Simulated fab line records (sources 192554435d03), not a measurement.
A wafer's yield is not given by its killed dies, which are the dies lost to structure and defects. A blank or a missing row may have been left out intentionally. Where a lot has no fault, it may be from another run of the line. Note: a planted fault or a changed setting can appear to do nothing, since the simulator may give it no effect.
Matching of chambers -- flow n5_finfet -- rie_diel-06 running N5_BEOL_M1_STRIP_36: 4 sister chambers
The step strips in N2/H2. 4 wafers are shown with their chamber, then 7 later ones without.

WAFERS PAIRED WITH THEIR CHAMBERS
wafer,chamber,showerhead_plenum_p_Torr (Torr)
L083.1,1,2.57
L083.5,3,2.67
L087.1,2,2.52
L087.2,0,2.46

WAFERS MISSING THEIR CHAMBER
wafer,showerhead_plenum_p_Torr (Torr)
L087.6,2.46
L091.1,2.57
L091.3,2.51
L091.4,2.46
L095.2,2.51
L095.4,2.46
L095.5,2.56

WHICH CHAMBER EACH ONE RAN IN
wafer,from the rows above,in truth
L087.6,0,0
L091.1,1,1
L091.3,2,2
L091.4,0,0
L095.2,2,2
L095.4,0,0
L095.5,1,1
7 of 7 placed correctly. Not placeable from these rows: 0. Wrongly placed: 0.
How it was worked out, from the rows above alone: a wafer's distance from a chamber is the root of the sum, over the readings, of the square of ((its reading less the chamber's mean) divided by the reading's scatter). The wafer belongs to the nearest chamber; if the next one is less than 2 further off, it can't be placed. A chamber's mean is the mean of its shown wafers. The scatter (one wafer shown for each chamber): square how far every hidden wafer sits from the nearest shown wafer, average those squares and take the square root.
